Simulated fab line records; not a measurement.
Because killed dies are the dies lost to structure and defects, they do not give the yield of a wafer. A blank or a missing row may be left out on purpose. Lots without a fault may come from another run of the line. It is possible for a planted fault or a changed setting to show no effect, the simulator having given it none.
Matching of chambers ; flow n5-finfet ; N5_BEOL_M3_DESCUM_33 on rie-diel-04 has 4 sister chambers
The step chemistry O2, time 7 s. 24 wafers are shown with their chamber, then 12 later ones without.

== WAFERS WITH THEIR CHAMBER ==
wafer;chamber;showerhead-plenum-p-Torr (Torr);throttle-valve-pct (%);oes-product-au (a.u.)
L074.1;1;2.14;20.43;0.91
L074.2;0;1.98;20.41;0.73
L074.3;3;2.08;20.32;0.70
L074.4;2;2.09;20.63;0.75
L074.5;3;2.08;20.32;0.69
L074.6;2;2.09;20.63;0.75
L076.1;1;2.14;20.43;0.90
L076.4;0;1.98;20.42;0.73
L076.6;1;2.14;20.43;0.89
L079.1;2;2.09;20.64;0.75
L079.2;3;2.08;20.30;0.69
L079.3;0;1.98;20.42;0.72
L079.4;1;2.14;20.44;0.89
L079.5;1;2.14;20.44;0.90
L079.6;0;1.98;20.45;0.73
L083.1;1;2.13;20.46;0.86
L083.2;0;1.98;20.44;0.71
L083.3;2;2.09;20.67;0.74
L085.1;2;2.09;20.67;0.73
L085.2;1;2.13;20.45;0.88
L085.3;0;1.98;20.46;0.71
L085.4;2;2.09;20.66;0.74
L085.5;0;1.98;20.46;0.71
L085.6;1;2.13;20.45;0.88

SIGNATURES (means of the wafers above)
reading;chamber 0;chamber 1;chamber 2;chamber 3;scatter within a chamber
showerhead-plenum-p-Torr;1.9800;2.1362;2.0900;2.0800;0.00306
throttle-valve-pct;20.4371;20.4413;20.6500;20.3133;0.0166
oes-product-au;0.7200;0.8888;0.7433;0.6933;0.0116
Rule: a wafer's distance from a chamber is the root of the sum, over the readings, of the square of ((its reading less the chamber's mean) divided by the reading's scatter). If the next closest chamber is less than 2 further off than the closest, the wafer can't be placed; otherwise it belongs to the closest. The scatter is the square root of a quotient: the sum, over the shown wafers, of each reading's squared deviation from its chamber's mean, divided by wafers minus chambers.

== WAFERS WITHOUT THEIR CHAMBER ==
wafer;showerhead-plenum-p-Torr (Torr);throttle-valve-pct (%);oes-product-au (a.u.)
L086.1;1.98;20.45;0.71
L086.2;2.08;20.65;0.73
L086.3;2.13;20.46;0.86
L086.4;2.07;19.90;0.99
L086.5;2.13;20.46;0.87
L086.6;1.98;20.45;0.71
L092.1;2.07;19.91;0.94
L092.2;1.97;20.48;0.70
L092.5;1.97;20.48;0.69
L095.1;2.13;20.49;0.85
L095.4;2.07;19.90;0.94
L095.5;1.97;20.48;0.70

== WHICH CHAMBER EACH ONE RAN IN ==
wafer;from the rows above;in truth
L086.1;0;0
L086.2;2;2
L086.3;1;1
L086.4;3;3
L086.5;1;1
L086.6;0;0
L092.1;3;3
L092.2;0;0
L092.5;0;0
L095.1;1;1
L095.4;3;3
L095.5;0;0
12 of 12 placed correctly. From these rows, 0 cannot be placed. Number placed wrongly: 0.
